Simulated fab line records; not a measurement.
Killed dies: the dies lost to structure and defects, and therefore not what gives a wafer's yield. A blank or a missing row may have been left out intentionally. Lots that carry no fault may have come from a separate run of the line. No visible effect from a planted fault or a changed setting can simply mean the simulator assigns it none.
Which tool did it?    flow nandHarc    Sampling: 12 lots, 36 wafers, 3 of 1302 route steps

== WHAT THE GAUGES READ, wafer by wafer ==
NHARC_A_CHANNEL_FILL_D2_INSPECT_13.
lot   measured      on                rawDefectCount
L075  day 15 18:25  defectInspect-02  272 567 282
L078  day 16 16:50  defectInspect-02  297 252 187
L080  day 17 14:23  defectInspect-01  433 310 335
L082  day 19 04:13  defectInspect-01  241 254 210
L081  day 19 11:37  defectInspect-01  239 371 283
L085  day 20 06:17  defectInspect-01  303 201 298
L088  day 21 06:17  defectInspect-01  293 278 308
L089  day 21 09:39  defectInspect-01  347 329 330
L091  day 22 06:47  defectInspect-01  372 276 397
L093  day 23 09:13  defectInspect-02  358 288 265
L096  day 24 20:58  defectInspect-02  338 246 336
L097  day 24 20:55  defectInspect-01  549 483 357

== TOOL THAT RAN EACH LOT (tool first, then ch and the chambers of the sampled wafers, then the start) ==
lot   NHARC_A_CHANNEL_HOLE_D2_ETCH_34               NHARC_A_CHANNEL_HOLE_D2_ETCH_21
L075  rieDiel-05 ch 0,1,3, day 13 14:47 or earlier  harEtch-02 ch 0, day 13 14:47
L078  rieDiel-05 ch 0,1,2, day 14 10:02 or earlier  harEtch-02 ch 0,1, day 14 10:02
L080  rieDiel-12 ch 0,2,3, day 15 09:14 or earlier  harEtch-01 ch 0,1, day 15 09:14
L082  rieDiel-12 ch 0,1,3, day 16 21:58 or earlier  harEtch-01 ch 0,1, day 16 21:58
L081  rieDiel-13 ch 0,2,3, day 17 06:11 or earlier  harEtch-01 ch 0,1, day 17 06:11
L085  rieDiel-12 ch 1,2, day 17 22:41 or earlier    harEtch-01 ch 0,1, day 17 22:41
L088  rieDiel-13 ch 0,1,3, day 19 00:17 or earlier  harEtch-01 ch 0, day 19 00:17
L089  rieDiel-13 ch 1,2,3, day 19 04:31 or earlier  harEtch-01 ch 0,1, day 19 04:31
L091  rieDiel-05 ch 0,2,3, day 20 00:23 or earlier  harEtch-02 ch 0,1, day 20 00:23
L093  rieDiel-13 ch 1,2, day 21 02:31 or earlier    harEtch-01 ch 0,1, day 21 02:31
L096  rieDiel-05 ch 1,2,3, day 22 13:29 or earlier  harEtch-01 ch 0,1, day 22 13:29
L097  rieDiel-05 ch 0,1,2, day 22 18:02 or earlier  harEtch-01 ch 0,1, day 22 18:02
- NHARC_A_CHANNEL_HOLE_D2_ETCH_34: etches the open film in CF4/CHF3, target depth 154 nm, time 77 s.
- NHARC_A_CHANNEL_HOLE_D2_ETCH_21: etches the open film in C4F8/O2/Ar, time 514.3 s, target depth 1600 nm.

== THE ANSWER, worked out from the rows above alone ==
Rule: what is usual is taken from the lots themselves. The widest of any qualifying gaps counts: lots, ordered by their means at a reading, are off when they make up no more than a third of the lots, leave a main group of 4 or more, and stand apart from it by 3 or more times the standard deviation of that group's means. The tables above print the reading to a certain number of digits; a main group whose means all agree to those digits is not used. A lot without any number at a reading at which 4 lots or more have one is off too. Any other lot the step has rows for is counted as sound.
Across all readings shown, no lot is off: no conclusion can be drawn from this.

== WHAT WAS PUT IN BY THE SIMULATOR ==
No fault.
